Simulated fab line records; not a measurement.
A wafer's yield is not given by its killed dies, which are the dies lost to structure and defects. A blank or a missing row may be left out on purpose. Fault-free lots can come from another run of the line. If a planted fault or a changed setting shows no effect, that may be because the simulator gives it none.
Code-filled problem report in 8D (eight disciplines) form | flow n5-finfet | the parts of the form that need people (team, actions taken, sign-off) are left out

== 1. THE ISSUE ==
Mean RS_SD_N at N5_SD_ACTIVATION_RS_MEAS_03: 25.6 ohm/sq over 6 wafers in 2 lots; fault-free wafers: 21.8 ohm/sq, standard deviation 0.33. Measured from the usual mean, that is +11 standard deviations.
The step: measures by four-point-probe.
First observed at day 6 22:53: wafer L660.1, on film-metro-02. The record has a number at this step for 30 wafers belonging to 10 lots. The rule behind "out" and "out of limits": a value lying over 4 standard deviations away from the usual mean. All remaining wafers that have a number are taken as sound.

== 2. WHAT IT IS AND WHAT IT IS NOT ==
question                    | is                           | is not
which readings at this step | RS_SD_N                      | -
which lots                  | L660, L664                   | L648, L651, L652, L653, L654, L662, L667, L670
which wafers of those lots  | all that have a number       | -
read on which gauges        | film-metro-01, film-metro-02 | -
when                        | from day 6 22:53             | up to then (15 sound wafers); but 9 sound wafers of L662, L667, L670 came after

== 3. SUSPECTS, AND WHAT RULES EACH OUT ==
Counting: a tool stays on the suspect list if, at a process step up to the reading, it processed all lots that are out and no sound lot following the first of them.
- the gauge at N5_SD_ACTIVATION_RS_MEAS_03: ruled out. 2 gauges (film-metro-01, film-metro-02) read the wafers that are out.
- rtp-anneal-01 at N5_SD_ACTIVATION_RTA_00 (time 0 s): ruled out as a lasting fault. Following L660 (day 6 22:29), the first lot on it that is out, the sound lots L662, L670 were run on it.
- laser-anneal-01 at N5_SD_ACTIVATION_LSA_01 (time 0.0008 s): kept. It processed each lot that is out, first L660 at day 6 22:41, and no sound lot thereafter; up to then, the last sound lot it processed was L654 at day 5 07:39. On those wafers its own readings are out: wafer_temp_C_max.
Left after counting: laser-anneal-01 at N5_SD_ACTIVATION_LSA_01.

== 4. THE CAUSE (what the simulator had put in) ==
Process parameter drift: laser-anneal-01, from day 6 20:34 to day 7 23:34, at N5_SD_ACTIVATION_LSA_01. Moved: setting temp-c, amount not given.
The count eliminated every tool but this one.

== 5. THE EFFECT CHAIN, in route order ==
Each row: a reading where the mean over the struck wafers with a number is more than 3 standard deviations away from the usual. Only readings whose record carries a usual standard deviation are examined. hours: median over the lots of the time between each lot's start at the first step of this table that gives one and its start at this step. sigmas: the change, counted in usual standard deviations.
hours | step                        | reading          | usual        | on struck wafers | change | sigmas
0     | N5_SD_ACTIVATION_LSA_01     | wafer_temp_C_max | 1083.8       | 1046.0           | -37.8  | -51
0     | N5_SD_ACTIVATION_RS_MEAS_03 | RS_SD_N          | 21.8 ohm/sq  | 25.6             | +3.8   | +11
120   | N5_BEOL_M4_RC_MEAS_101      | RC_DENSE_N       | 19.0 ohm.um  | 22.2             | +3.2   | +8.6
120   | N5_BEOL_M4_RC_MEAS_101      | RC_N             | 15.52 ohm.um | 18.16            | +2.64  | +9.1
120   | N5_BEOL_M4_RC_MEAS_101      | REXT_N           | 75.3 ohm.um  | 82.0             | +6.8   | +4.5
120   | N5_BEOL_M4_RC_MEAS_101      | RS_SD_N          | 28.3 ohm/sq  | 32.0             | +3.7   | +8.1
The process steps in it:
- N5_SD_ACTIVATION_LSA_01: time 0.0008 s.
Later measuring or inspecting steps at which every struck wafer that the step has a row for has a number for every such reading, and none has moved that far: N5_ILD0_THK_MEAS_04, N5_ILD0_INSPECT_06.

== 6. HOW IT WOULD HAVE BEEN CAUGHT EARLIER ==
Counted from the fault's start at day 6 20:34, it took 2 hours until the first out-of-limits reading at a measuring or inspecting step in this record, taken at day 6 22:53.
At N5_SD_ACTIVATION_LSA_01, the tool's own readings (wafer_temp_C_max) were out on each struck wafer the step has a row for, so an alarm limit on them would have fired on the first such wafer.
L664, from the lots that are out (2), started N5_SD_ACTIVATION_LSA_01 on laser-anneal-01 later than day 6 22:53. Holding the tool at that time would have saved it.
